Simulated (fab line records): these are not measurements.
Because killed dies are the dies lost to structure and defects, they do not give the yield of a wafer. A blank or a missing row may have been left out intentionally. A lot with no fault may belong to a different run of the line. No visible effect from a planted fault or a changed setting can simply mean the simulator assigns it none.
The tool behind it: which one?    flow n5_finfet    24 lots, 72 wafers sampled, at 6 steps of a route of 1938

## WHAT EACH GAUGE READ, for each wafer
The record lacks any reading of a measuring or inspecting step that a usual standard deviation could be used to judge.

## WHICH TOOL RAN EACH LOT (tool, then ch and the chambers of the sampled wafers, then the start)
lot   N5_BEOL_M4_SPUTTER_90         N5_BEOL_M5_ETCH_41                             N5_BEOL_M5_ALD_86                    N5_BEOL_M5_SURFACE_TREAT_87   N5_BEOL_M5_SPUTTER_81         N5_BEOL_M5_PRE_CLEAN_77
L076  pvd_sputter-03, day 7 23:19   rie_diel-03 ch 0,1,3, day 8 06:00 or earlier   ald_metal-04 ch 2,3, day 8 06:00     pvd_sputter-01, day 8 06:29   pvd_sputter-01, day 8 08:04   cvd_co-02 ch 1,2, day 8 12:46
L074  pvd_sputter-02, day 8 07:28   rie_diel-02 ch 0,1,2, day 8 15:02 or earlier   ald_metal-04 ch 0,2, day 8 15:02     pvd_sputter-02, day 8 15:22   pvd_sputter-02, day 8 16:44   cvd_co-02 ch 0,2, day 8 22:38
L075  pvd_sputter-03, day 8 07:48   rie_diel-03 ch 0,2,3, day 8 15:37 or earlier   ald_metal-04 ch 1,3, day 8 15:37     pvd_sputter-03, day 8 16:08   pvd_sputter-01, day 8 17:29   cvd_co-01 ch 0,2, day 9 02:18
L077  pvd_sputter-02, day 9 03:18   rie_diel-03 ch 2,3, day 9 11:35 or earlier     ald_metal-03 ch 1,2, day 9 11:35     pvd_sputter-02, day 9 12:16   pvd_sputter-02, day 9 13:35   cvd_co-02 ch 0,2, day 9 17:41
L078  pvd_sputter-01, day 9 06:25   rie_diel-02 ch 2,3, day 9 15:06 or earlier     ald_metal-03 ch 0,1,3, day 9 15:06   pvd_sputter-01, day 9 15:22   pvd_sputter-03, day 9 16:50   cvd_co-02 ch 0,1,2, day 9 21:01
L081  pvd_sputter-01, day 9 09:35   rie_diel-01 ch 0,2,3, day 9 17:07 or earlier   ald_metal-03 ch 1,2, day 9 17:07     pvd_sputter-02, day 9 17:28   pvd_sputter-01, day 9 18:48   cvd_co-02 ch 1,2, day 9 22:53
L079  pvd_sputter-03, day 9 09:38   rie_diel-02 ch 1,2, day 9 17:10 or earlier     ald_metal-04 ch 0,3, day 9 17:10     pvd_sputter-02, day 9 17:33   pvd_sputter-02, day 9 19:05   cvd_co-02 ch 0,2, day 9 23:11
L080  pvd_sputter-02, day 9 11:22   rie_diel-01 ch 0,2,3, day 9 21:41 or earlier   ald_metal-02 ch 0,2,3, day 9 21:41   pvd_sputter-03, day 9 22:05   pvd_sputter-01, day 9 23:26   cvd_co-01 ch 0,1,2, day 10 03:34
L082  pvd_sputter-03, day 10 06:33  rie_diel-03 ch 0,1,3, day 10 15:00 or earlier  ald_metal-03 ch 1,2,3, day 10 15:00  pvd_sputter-01, day 10 15:21  pvd_sputter-03, day 10 16:43  cvd_co-01 ch 0,1,2, day 10 20:49
L084  pvd_sputter-03, day 10 12:47  rie_diel-01 ch 0,2, day 10 20:04 or earlier    ald_metal-03 ch 0,3, day 10 20:04    pvd_sputter-03, day 10 20:29  pvd_sputter-02, day 10 21:59  cvd_co-01 ch 1,2, day 11 02:11
L083  pvd_sputter-01, day 10 13:04  rie_diel-01 ch 0,2, day 10 20:38 or earlier    ald_metal-02 ch 1,2, day 10 20:38    pvd_sputter-01, day 10 20:57  pvd_sputter-01, day 10 22:20  cvd_co-01 ch 0,2, day 11 02:38
L085  pvd_sputter-02, day 10 14:50  rie_diel-01 ch 0,2, day 11 01:41 or earlier    ald_metal-02 ch 1,2,3, day 11 01:41  pvd_sputter-03, day 11 01:59  pvd_sputter-03, day 11 03:19  cvd_co-01 ch 0,1,2, day 11 07:26
L086  pvd_sputter-02, day 10 20:10  rie_diel-02 ch 1,2,3, day 11 05:15 or earlier  ald_metal-04 ch 0,1,3, day 11 05:15  pvd_sputter-02, day 11 05:32  pvd_sputter-02, day 11 06:53  cvd_co-02 ch 0,2, day 11 10:58
L087  pvd_sputter-01, day 11 05:43  rie_diel-02 ch 0,1,2, day 11 12:49 or earlier  ald_metal-04 ch 0,1, day 11 12:49    pvd_sputter-01, day 11 13:04  pvd_sputter-01, day 11 14:26  cvd_co-01 ch 0,1, day 11 19:11
L089  pvd_sputter-02, day 11 11:30  rie_diel-02 ch 0,1,3, day 11 19:49 or earlier  ald_metal-03 ch 0,1,2, day 11 19:49  pvd_sputter-02, day 11 20:02  pvd_sputter-03, day 11 21:23  cvd_co-01 ch 0,1,2, day 12 01:47
L088  pvd_sputter-03, day 11 12:17  rie_diel-03 ch 0,1,2, day 11 20:17 or earlier  ald_metal-04 ch 1,2,3, day 11 20:17  pvd_sputter-02, day 11 20:31  pvd_sputter-02, day 11 22:01  cvd_co-01 ch 1,2, day 12 02:19
L090  pvd_sputter-02, day 11 13:28  rie_diel-01 ch 0,2, day 11 20:38 or earlier    ald_metal-03 ch 0,1,2, day 11 20:38  pvd_sputter-02, day 11 20:52  pvd_sputter-01, day 12 01:49  cvd_co-01 ch 0,1,2, day 12 06:31
L091  pvd_sputter-01, day 11 18:52  rie_diel-01 ch 0,1,2, day 12 04:02 or earlier  ald_metal-03 ch 1,2,3, day 12 04:02  pvd_sputter-01, day 12 05:14  pvd_sputter-02, day 12 06:33  cvd_co-01 ch 1,2, day 12 10:40
L093  pvd_sputter-03, day 12 18:41  rie_diel-03 ch 0,2, day 13 01:32 or earlier    ald_metal-02 ch 1,3, day 13 01:32    pvd_sputter-01, day 13 01:48  pvd_sputter-03, day 13 03:10  cvd_co-01 ch 0,1, day 13 07:15
L092  pvd_sputter-01, day 12 18:44  rie_diel-02 ch 1,2, day 13 01:47 or earlier    ald_metal-02 ch 2,3, day 13 01:47    pvd_sputter-01, day 13 02:04  pvd_sputter-02, day 13 03:25  cvd_co-01 ch 0,2, day 13 07:31
L095  pvd_sputter-02, day 13 01:26  rie_diel-01 ch 0,1,3, day 13 11:25 or earlier  ald_metal-04 ch 0,1,3, day 13 11:25  pvd_sputter-03, day 13 11:40  pvd_sputter-03, day 13 13:08  cvd_co-01 ch 1,2, day 13 17:14
L094  pvd_sputter-01, day 13 03:37  rie_diel-03 ch 0,1,3, day 13 11:39 or earlier  ald_metal-03 ch 1,3, day 13 11:39    pvd_sputter-02, day 13 12:02  pvd_sputter-02, day 13 13:31  cvd_co-01 ch 0,2, day 13 17:47
L096  pvd_sputter-03, day 13 08:46  rie_diel-02 ch 0,1,3, day 13 17:03 or earlier  ald_metal-04 ch 0,1,3, day 13 17:03  pvd_sputter-03, day 13 17:29  pvd_sputter-03, day 13 18:48  cvd_co-02 ch 0,1, day 13 22:55
L097  pvd_sputter-02, day 13 09:08  rie_diel-01 ch 1,2, day 13 19:09 or earlier    ald_metal-02 ch 0,3, day 13 19:09    pvd_sputter-01, day 13 19:32  pvd_sputter-01, day 13 20:52  cvd_co-02 ch 0,1, day 14 01:34
- N5_BEOL_M4_SPUTTER_90: material Cu, target thk 4.5 nm, time 8.29 s.
- N5_BEOL_M5_ETCH_41: etches SiCN in CH3F/O2, target depth 31.5 nm, time 56.7 s.
- N5_BEOL_M5_ALD_86: deposits TaN, pulse time 2 s, purge time 3 s, co reactant purge time 2 s.
- N5_BEOL_M5_SURFACE_TREAT_87
- N5_BEOL_M5_SPUTTER_81: material Cu, target thk 15 nm, time 27.62 s.
- N5_BEOL_M5_PRE_CLEAN_77: time 15 s.

## WHAT THE TOOLS THEMSELVES READ (means of the sampled wafers that have a number; where no wafer has one, the mark that the record gives instead)
N5_BEOL_M4_SPUTTER_90. Usual: substrate_temp_c -19.99 C, standard deviation 0.12; throttle_valve_pct 30.6 %, standard deviation 1.3.
lot   tool            substrate_temp_c (C)  throttle_valve_pct (%)  flag
L076  pvd_sputter-03  -19.89                29.7                    
L074  pvd_sputter-02  -19.90                31.9                    
L075  pvd_sputter-03  -19.92                30.1                    
L077  pvd_sputter-02  -20.02                31.0                    
L078  pvd_sputter-01  -19.91                30.6                    
L081  pvd_sputter-01  -20.05                29.8                    
L079  pvd_sputter-03  -19.86                31.1                    
L080  pvd_sputter-02  -19.95                31.6                    
L082  pvd_sputter-03  -20.00                30.9                    
L084  pvd_sputter-03  -20.11                29.9                    
L083  pvd_sputter-01  -19.87                29.9                    
L085  pvd_sputter-02  -20.08                30.8                    
L086  pvd_sputter-02  -20.01                31.2                    
L087  pvd_sputter-01  -20.02                30.4                    
L089  pvd_sputter-02  -19.99                31.0                    
L088  pvd_sputter-03  -20.05                28.9                    
L090  pvd_sputter-02  -19.99                31.5                    
L091  pvd_sputter-01  -20.05                29.7                    
L093  pvd_sputter-03  -20.00                29.9                    
L092  pvd_sputter-01  -19.95                29.8                    
L095  pvd_sputter-02  -20.05                31.9                    
L094  pvd_sputter-01  -19.97                28.8                    
L096  pvd_sputter-03  -19.89                29.8                    
L097  pvd_sputter-02  -20.11                31.8                    

N5_BEOL_M5_ETCH_41. Usual: drypump_motor_current_A 5.8 A, standard deviation 0.41; oes_product_au 0.77 a.u., standard deviation 0.09; rf_vpp_V 297.7 V, standard deviation 1.5; showerhead_plenum_p_Torr 2.01 Torr, standard deviation 0.061; throttle_valve_pct 16.36 %, standard deviation 0.28.
lot   tool         drypump_motor_current_A (A)  oes_product_au (a.u.)  rf_vpp_V (V)  showerhead_plenum_p_Torr (Torr)  throttle_valve_pct (%)  flag
L076  rie_diel-03  6.1                          0.78                   298.9         2.06                             16.28                   
L074  rie_diel-02  5.9                          0.72                   296.8         2.01                             16.53                   
L075  rie_diel-03  6.4                          0.78                   299.2         2.06                             16.20                   
L077  rie_diel-03  6.5                          0.83                   298.3         2.08                             16.21                   
L078  rie_diel-02  5.8                          0.71                   298.1         2.01                             16.66                   
L081  rie_diel-01  5.6                          0.75                   298.1         2.02                             16.40                   
L079  rie_diel-02  5.8                          0.71                   297.1         1.97                             16.62                   
L080  rie_diel-01  5.6                          0.75                   298.1         2.02                             16.40                   
L082  rie_diel-03  6.1                          0.76                   298.5         2.06                             16.32                   
L084  rie_diel-01  5.2                          0.76                   298.7         2.06                             16.39                   
L083  rie_diel-01  5.2                          0.77                   298.3         2.06                             16.39                   
L085  rie_diel-01  5.2                          0.76                   297.9         2.06                             16.39                   
L086  rie_diel-02  5.8                          0.71                   297.0         1.98                             16.65                   
L087  rie_diel-02  5.9                          0.79                   297.6         2.00                             16.38                   
L089  rie_diel-02  5.8                          0.77                   296.8         1.97                             16.48                   
L088  rie_diel-03  6.1                          0.71                   297.2         2.01                             16.39                   
L090  rie_diel-01  5.2                          0.76                   298.0         2.05                             16.40                   
L091  rie_diel-01  5.4                          0.81                   298.0         2.01                             16.23                   
L093  rie_diel-03  6.2                          0.72                   299.0         2.03                             16.26                   
L092  rie_diel-02  5.9                          0.71                   298.3         2.02                             16.59                   
L095  rie_diel-01  5.7                          0.85                   296.5         1.99                             16.04                   
L094  rie_diel-03  6.1                          0.75                   297.9         2.05                             16.34                   
L096  rie_diel-02  5.8                          0.75                   295.6         1.96                             16.50                   
L097  rie_diel-01  5.5                          0.86                   297.1         1.97                             16.09                   

N5_BEOL_M5_ALD_86. Usual: chamber_pressure_Torr 3.000 Torr, standard deviation 0.0062; heater_power_w 410 W, standard deviation 51.
lot   tool          chamber_pressure_Torr (Torr)  heater_power_w (W)  flag
L076  ald_metal-04  3.006                         428                 
L074  ald_metal-04  2.997                         399                 
L075  ald_metal-04  2.994                         435                 
L077  ald_metal-03  3.003                         435                 
L078  ald_metal-03  2.998                         446                 
L081  ald_metal-03  2.997                         436                 
L079  ald_metal-04  3.003                         427                 
L080  ald_metal-02  2.999                         400                 
L082  ald_metal-03  2.996                         423                 
L084  ald_metal-03  3.004                         431                 
L083  ald_metal-02  3.000                         388                 
L085  ald_metal-02  2.998                         398                 
L086  ald_metal-04  3.004                         429                 
L087  ald_metal-04  2.996                         429                 
L089  ald_metal-03  3.001                         408                 
L088  ald_metal-04  2.997                         419                 
L090  ald_metal-03  3.004                         411                 
L091  ald_metal-03  2.999                         416                 
L093  ald_metal-02  3.007                         411                 
L092  ald_metal-02  2.997                         429                 
L095  ald_metal-04  2.999                         432                 
L094  ald_metal-03  3.002                         471                 
L096  ald_metal-04  3.004                         430                 
L097  ald_metal-02  3.003                         410                 

N5_BEOL_M5_SPUTTER_81. Usual: substrate_temp_c -19.99 C, standard deviation 0.11; throttle_valve_pct 30.6 %, standard deviation 1.3.
lot   tool            substrate_temp_c (C)  throttle_valve_pct (%)  flag
L076  pvd_sputter-01  -20.03                28.9                    
L074  pvd_sputter-02  -19.98                31.7                    
L075  pvd_sputter-01  -20.06                30.5                    
L077  pvd_sputter-02  -19.99                31.4                    
L078  pvd_sputter-03  -19.84                29.9                    
L081  pvd_sputter-01  -19.87                30.7                    
L079  pvd_sputter-02  -20.03                32.3                    
L080  pvd_sputter-01  -19.94                29.7                    
L082  pvd_sputter-03  -20.00                29.9                    
L084  pvd_sputter-02  -20.01                31.2                    
L083  pvd_sputter-01  -20.05                29.8                    
L085  pvd_sputter-03  -19.97                30.0                    
L086  pvd_sputter-02  -19.97                31.3                    
L087  pvd_sputter-01  -19.96                29.6                    
L089  pvd_sputter-03  -20.03                31.0                    
L088  pvd_sputter-02  -19.90                31.6                    
L090  pvd_sputter-01  -20.00                29.6                    
L091  pvd_sputter-02  -19.96                31.7                    
L093  pvd_sputter-03  -19.93                31.0                    
L092  pvd_sputter-02  -19.96                31.6                    
L095  pvd_sputter-03  -20.00                29.9                    
L094  pvd_sputter-02  -19.89                31.9                    
L096  pvd_sputter-03  -20.07                29.8                    
L097  pvd_sputter-01  -19.96                30.5                    

N5_BEOL_M5_PRE_CLEAN_77. Usual: 103 W for heater_power_w, sd 18.
lot   tool       heater_power_w (W)  flag
L076  cvd_co-02  104                 
L074  cvd_co-02  90                  
L075  cvd_co-01  121                 
L077  cvd_co-02  90                  
L078  cvd_co-02  98                  
L081  cvd_co-02  102                 
L079  cvd_co-02  89                  
L080  cvd_co-01  105                 
L082  cvd_co-01  107                 
L084  cvd_co-01  90                  
L083  cvd_co-01  123                 
L085  cvd_co-01  106                 
L086  cvd_co-02  97                  
L087  cvd_co-01  100                 
L089  cvd_co-01  108                 
L088  cvd_co-01  88                  
L090  cvd_co-01  106                 
L091  cvd_co-01  96                  
L093  cvd_co-01  118                 
L092  cvd_co-01  115                 
L095  cvd_co-01  96                  
L094  cvd_co-01  112                 
L096  cvd_co-02  100                 
L097  cvd_co-02  93                  

## THE ANSWER, worked out from the rows above alone
Rule: a lot counts as off when the mean over its wafers that have a number is more than 3 standard deviations away from the usual mean. Also off: a lot with no number at a reading for which 4 or more lots have one. Any other lot the step has rows for is counted as sound. First the gauges in route order, then the tools' own readings, where a lot's mean is used as printed above. At the first step where some lot is off, the reading lying furthest off is the one used; lots without a number count as furthest.
No lot is off on any of the readings shown, so nothing can be concluded from this.

## WHAT THE SIMULATOR PUT IN
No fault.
